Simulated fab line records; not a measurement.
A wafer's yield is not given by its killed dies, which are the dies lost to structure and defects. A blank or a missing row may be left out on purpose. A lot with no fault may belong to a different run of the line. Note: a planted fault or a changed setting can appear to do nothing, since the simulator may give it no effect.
Which tool was responsible? | flow n5Finfet | 41 wafers from 15 lots sampled at 2 of the route's 1938 steps

== WHAT THE GAUGES SHOWED, per wafer ==
N5_STI_FIN_REVEAL_THK_MEAS_05.
lot  | measured    | on           | thkNm (nm)
L492 | day 2 09:40 | filmMetro-01 | 132.4 132.8 131.1
L493 | day 2 15:25 | filmMetro-02 | 133.2 131.1
L494 | day 2 23:46 | filmMetro-02 | 132.9 130.7
L495 | day 3 06:40 | filmMetro-02 | 132.7 131.2
L496 | day 3 11:28 | filmMetro-01 | 131.8 132.9 133.9
L497 | day 3 15:37 | filmMetro-01 | 129.4 131.5 131.8
L498 | day 3 21:00 | filmMetro-01 | 133.7 133.3 133.4
L499 | day 4 04:26 | filmMetro-02 | 133.3 133.6
L503 | day 5 07:47 | filmMetro-01 | 132.0 129.8 130.2
L505 | day 5 17:50 | filmMetro-02 | 132.6 130.4 130.4
L509 | day 6 15:50 | filmMetro-02 | 131.1 130.7 131.7
L510 | day 6 21:41 | filmMetro-02 | 130.1 131.2 131.9
L511 | day 7 05:29 | filmMetro-02 | 134.3 133.8 131.3
L514 | day 7 23:07 | filmMetro-01 | 131.4 131.0 133.2
L515 | day 8 02:55 | filmMetro-02 | 134.0 129.2 133.0

N5_STI_FIN_REVEAL_CD_MEAS_22: target cd 6.238 nm, pitch 28 nm.
lot  | measured    | on       | cdNm (nm)
L492 | day 2 12:53 | cdSem-02 | 6.45 5.90 6.01
L493 | day 2 18:39 | cdSem-02 | 6.06 6.11
L494 | day 3 03:07 | cdSem-02 | 6.42 6.30
L495 | day 3 09:53 | cdSem-01 | 6.30 6.66
L496 | day 3 14:47 | cdSem-03 | 5.96 6.24 6.09
L497 | day 3 18:53 | cdSem-03 | 5.94 6.57 6.22
L498 | day 4 00:19 | cdSem-03 | 6.24 5.97 6.10
L499 | day 4 07:45 | cdSem-03 | 6.14 6.66
L503 | day 5 10:58 | cdSem-01 | 6.26 6.45 6.05
L505 | day 5 21:05 | cdSem-03 | 6.39 6.79 6.67
L509 | day 6 19:13 | cdSem-02 | 6.26 5.94 6.01
L510 | day 7 00:53 | cdSem-03 | 6.80 5.88 6.30
L511 | day 7 08:45 | cdSem-01 | 6.12 6.26 6.23
L514 | day 8 02:17 | cdSem-01 | 6.39 5.85 6.70
L515 | day 8 06:13 | cdSem-02 | 6.46 6.16 6.52

== WHAT TOOL EACH LOT RAN ON (gives the tool, then ch and the chambers of the sampled wafers, and finally the start) ==
The record holds no process step before these readings.

== AS READ BY THE TOOLS THEMSELVES (means over the sampled wafers that have a number; for cases with no such wafer, the mark the record gives instead) ==
The record holds no such reading with a usual standard deviation.

== THE ANSWER, worked out from the rows above alone ==
Rule: usual is defined by the lots themselves. The widest of any qualifying gaps counts: lots, ordered by their means at a reading, are off when they make up no more than a third of the lots, leave a main group of 4 or more, and stand apart from it by 3 or more times the standard deviation of that group's means. A main group whose means are all the same, to the digits that the tables above print for the reading, isn't used. A lot without any number at a reading at which 4 lots or more have one is off too. The other lots that the step has rows for count as sound. Order of review: gauges by route order, followed by the tools' own readings, for which a lot's mean as printed above is used. At the first step where some lot is off, the reading lying furthest off is the one used; lots without a number count as furthest.
No lot is off at any reading shown: from this, nothing can be told.

== WHAT WAS PUT IN BY THE SIMULATOR ==
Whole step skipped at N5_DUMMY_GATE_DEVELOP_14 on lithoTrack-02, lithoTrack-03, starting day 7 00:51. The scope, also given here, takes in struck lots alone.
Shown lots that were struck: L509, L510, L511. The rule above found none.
